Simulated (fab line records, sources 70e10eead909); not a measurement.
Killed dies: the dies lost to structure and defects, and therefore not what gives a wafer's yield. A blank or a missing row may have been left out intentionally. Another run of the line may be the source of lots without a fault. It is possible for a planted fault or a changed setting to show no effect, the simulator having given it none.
Matching of chambers | flow nandHarc | cmp-03 running NHARC_A_DECK1_JOINT_CMP_13: 4 sister chambers
The step polishes, target thk 51.023 nm. 4 wafers are shown with their chamber, then 10 later ones without.

== EACH WAFER AND ITS CHAMBER ==
wafer  | chamber | motorCurrentA (A)
L088.5 | 1       | 11.8
L088.6 | 2       | 11.7
L089.1 | 0       | 12.6
L089.2 | 3       | 11.4

== WAFERS MISSING THEIR CHAMBER ==
wafer  | motorCurrentA (A)
L089.4 | 11.2
L090.3 | 13.2
L090.4 | 11.2
L090.5 | 11.2
L092.1 | 13.0
L092.2 | 11.6
L092.3 | 11.4
L097.1 | 11.4
L097.2 | 13.0
L097.6 | 11.6

== THE CHAMBER EACH PASSED THROUGH ==
wafer  | from the rows above          | in truth
L089.4 | can't be placed: 3 or 2 or 1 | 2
L090.3 | 0                            | 0
L090.4 | can't be placed: 3 or 2 or 1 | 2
L090.5 | can't be placed: 3 or 2 or 1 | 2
L092.1 | 0                            | 0
L092.2 | can't be placed: 2 or 3 or 1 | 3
L092.3 | can't be placed: 3 or 2 or 1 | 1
L097.1 | can't be placed: 3 or 2 or 1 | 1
L097.2 | 0                            | 0
L097.6 | can't be placed: 2 or 3 or 1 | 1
Correctly placed: 3 of 10. Can't be placed from these rows: 7 (the true chamber is among the candidates in 7). Wrongly placed: 0.
How it was worked out, from the rows above alone: a wafer's distance from a chamber is the root of the sum, over the readings, of the square of ((its reading less the chamber's mean) divided by the reading's scatter). The wafer belongs to the nearest chamber; if the next one is less than 2 further off, it can't be placed. The mean given for a chamber averages the wafers shown for that chamber. The scatter (one wafer shown for each chamber): square how far every hidden wafer sits from the nearest shown wafer, average those squares and take the square root.
